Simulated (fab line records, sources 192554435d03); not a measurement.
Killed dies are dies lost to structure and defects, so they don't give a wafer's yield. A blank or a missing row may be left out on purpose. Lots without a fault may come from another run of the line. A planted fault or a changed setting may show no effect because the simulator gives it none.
Which tool did it? | flow n5_finfet | 24 lots, 72 wafers sampled, at 3 steps of a route of 1938

WHAT THE GAUGES READ, wafer by wafer
N5_PMOS_HMC_CHANNEL_EPI_OVL_MEAS_10. Usual: PMOS_HMC_BLK_OVL -0.4 nm, standard deviation 0.82.
lot  | measured    | on         | PMOS_HMC_BLK_OVL (nm) | flag
L074 | day 1 17:49 | overlay-01 | -1.5 -1.7 -0.5        |
L075 | day 1 23:34 | overlay-02 | -0.5 -0.6 0.1         |
L076 | day 2 05:04 | overlay-01 | -1.2 -1.8 -1.9        |
L077 | day 2 12:34 | overlay-01 | -1.0 -1.3 -2.3        |
L078 | day 2 17:05 | overlay-01 | -0.6 -0.4 -1.1        |
L079 | day 2 23:41 | overlay-01 | -1.6 -0.7 -1.1        |
L080 | day 3 05:14 | overlay-01 | 1.0 0.6 0.8           |
L081 | day 3 11:38 | overlay-01 | -1.4 0.1 -0.6         |
L082 | day 3 17:14 | overlay-01 | -0.6 -1.1 -0.9        |
L083 | day 3 23:44 | overlay-01 | -1.1 -0.5 -0.9        |
L084 | day 4 05:26 | overlay-02 | -0.1 0.1 -0.9         |
L085 | day 4 11:05 | overlay-02 | 0.4 1.1 -0.1          |
L086 | day 4 18:01 | overlay-01 | -0.7 -0.9 -0.8        |
L087 | day 4 23:23 | overlay-01 | -0.7 -1.1 -1.1        |
L088 | day 5 05:09 | overlay-01 | -0.6 -1.4 -0.3        |
L089 | day 5 11:09 | overlay-01 | 0.3 -0.2 0.8          |
L090 | day 5 17:26 | overlay-01 | -0.3 0.0 -0.5         |
L091 | day 5 23:23 | overlay-02 | 0.2 -1.3 -0.1         |
L092 | day 6 05:59 | overlay-01 | 0.8 -0.7 -0.4         |
L093 | day 6 11:08 | overlay-01 | -1.0 -0.7 0.1         |
L094 | day 6 16:53 | overlay-01 | -0.7 -0.3 -0.7        |
L095 | day 6 23:01 | overlay-01 | 1.0 1.4 1.0           |
L096 | day 7 05:10 | overlay-01 | -1.0 -1.5 -0.5        |
L097 | day 7 11:18 | overlay-02 | 0.5 -0.2 0.7          |

N5_FIN_SAQP_THK_MEAS_07. Usual: thk_nm 60.0 nm, standard deviation 0.74.
lot  | measured    | on            | thk_nm (nm)    | flag
L074 | day 1 21:46 | film_metro-01 | 60.9 60.9 60.9 |
L075 | day 2 03:17 | film_metro-02 | 59.1 60.0 61.2 |
L076 | day 2 09:47 | film_metro-01 | 58.2 60.2 60.3 |
L077 | day 2 16:29 | film_metro-02 | 60.1 58.3 59.1 |
L078 | day 2 21:31 | film_metro-01 | 59.8 59.7 60.9 |
L079 | day 3 04:07 | film_metro-01 | 60.3 60.8 60.8 |
L080 | day 3 09:34 | film_metro-02 | 59.7 60.6 59.8 |
L081 | day 3 15:18 | film_metro-02 | 59.5 57.8 60.1 |
L082 | day 3 22:02 | film_metro-02 | 59.7 59.9 60.6 |
L083 | day 4 03:44 | film_metro-02 | 61.3 59.0 60.6 |
L084 | day 4 09:25 | film_metro-01 | 60.0 60.9 60.8 |
L085 | day 4 18:22 | film_metro-01 | 59.3 59.1 60.8 |
L086 | day 4 22:14 | film_metro-01 | 60.0 59.4 60.7 |
L087 | day 5 03:53 | film_metro-02 | 60.2 60.1 60.3 |
L088 | day 5 10:55 | film_metro-02 | 59.4 60.0 59.9 |
L089 | day 5 14:58 | film_metro-01 | 59.8 59.7 60.8 |
L090 | day 5 21:16 | film_metro-02 | 59.5 59.5 60.0 |
L091 | day 6 03:49 | film_metro-02 | 59.4 60.1 60.1 |
L092 | day 6 10:02 | film_metro-01 | 60.5 60.5 60.9 |
L093 | day 6 15:29 | film_metro-01 | 59.7 59.5 60.0 |
L094 | day 6 21:12 | film_metro-02 | 58.5 59.1 60.6 |
L095 | day 7 02:43 | film_metro-02 | 59.5 60.2 59.3 |
L096 | day 7 08:53 | film_metro-01 | 59.4 59.8 59.9 |
L097 | day 7 15:01 | film_metro-01 | 59.5 58.7 60.3 |

N5_FIN_SAQP_CD_MEAS_27: target cd 20 nm. Usual: cd_nm 20.33 nm, standard deviation 0.23.
lot  | measured    | on        | cd_nm (nm)        | flag
L074 | day 2 00:41 | cd_sem-02 | 20.27 20.16 20.48 |
L075 | day 2 05:54 | cd_sem-01 | 20.30 20.79 20.23 |
L076 | day 2 12:40 | cd_sem-03 | 20.35 20.07 20.24 |
L077 | day 2 19:13 | cd_sem-03 | 20.39 20.30 20.34 |
L078 | day 3 00:11 | cd_sem-02 | 20.34 20.35 20.31 |
L079 | day 3 06:34 | cd_sem-03 | 20.44 20.02 20.34 |
L080 | day 3 13:23 | cd_sem-01 | 19.88 20.74 19.80 |
L081 | day 3 18:01 | cd_sem-03 | 20.29 20.43 20.27 |
L082 | day 4 00:42 | cd_sem-02 | 20.60 20.38 20.15 |
L083 | day 4 07:35 | cd_sem-01 | 20.11 20.03 19.89 |
L084 | day 4 11:53 | cd_sem-03 | 20.33 20.02 20.07 |
L085 | day 4 20:58 | cd_sem-02 | 19.94 20.08 20.40 |
L086 | day 5 01:30 | cd_sem-03 | 20.47 20.35 20.22 |
L087 | day 5 06:29 | cd_sem-02 | 20.24 20.35 20.26 |
L088 | day 5 13:37 | cd_sem-02 | 20.54 20.74 20.23 |
L089 | day 5 17:34 | cd_sem-03 | 20.41 20.55 20.20 |
L090 | day 6 01:24 | cd_sem-02 | 19.94 20.31 19.95 |
L091 | day 6 06:34 | cd_sem-02 | 20.31 20.23 20.54 |
L092 | day 6 12:41 | cd_sem-02 | 20.77 20.59 20.31 |
L093 | day 6 18:05 | cd_sem-03 | 20.79 20.72 20.03 |
L094 | day 6 23:54 | cd_sem-02 | 20.46 20.05 20.24 |
L095 | day 7 05:21 | cd_sem-03 | 20.26 20.40 20.48 |
L096 | day 7 11:34 | cd_sem-02 | 19.99 20.35 19.89 |
L097 | day 7 17:51 | cd_sem-01 | 20.54 20.28 20.55 |

WHICH TOOL RAN EACH LOT (tool, then ch and the chambers of the sampled wafers, then the start)
The record holds no process step before these readings.

WHAT THE TOOLS THEMSELVES READ (means of the sampled wafers that have a number; where no wafer has one, the mark that the record gives instead)
The record holds no such reading with a usual standard deviation.

THE ANSWER, worked out from the rows above alone
Rule: a lot is off if the mean of its wafers that have a number lies more than 3 standard deviations from the usual mean. A lot without any number at a reading at which 4 lots or more have one is off too. The other lots that the step has rows for count as sound. The gauges are gone through in route order, then the tools' own readings, and for those a lot's mean is taken as printed above. The first step at which some lot is off is used, and at that step the reading that is off furthest; a lot without a number counts as furthest.
No lot is off at any reading shown: from this, nothing can be told.

WHAT THE SIMULATOR HAD PUT IN
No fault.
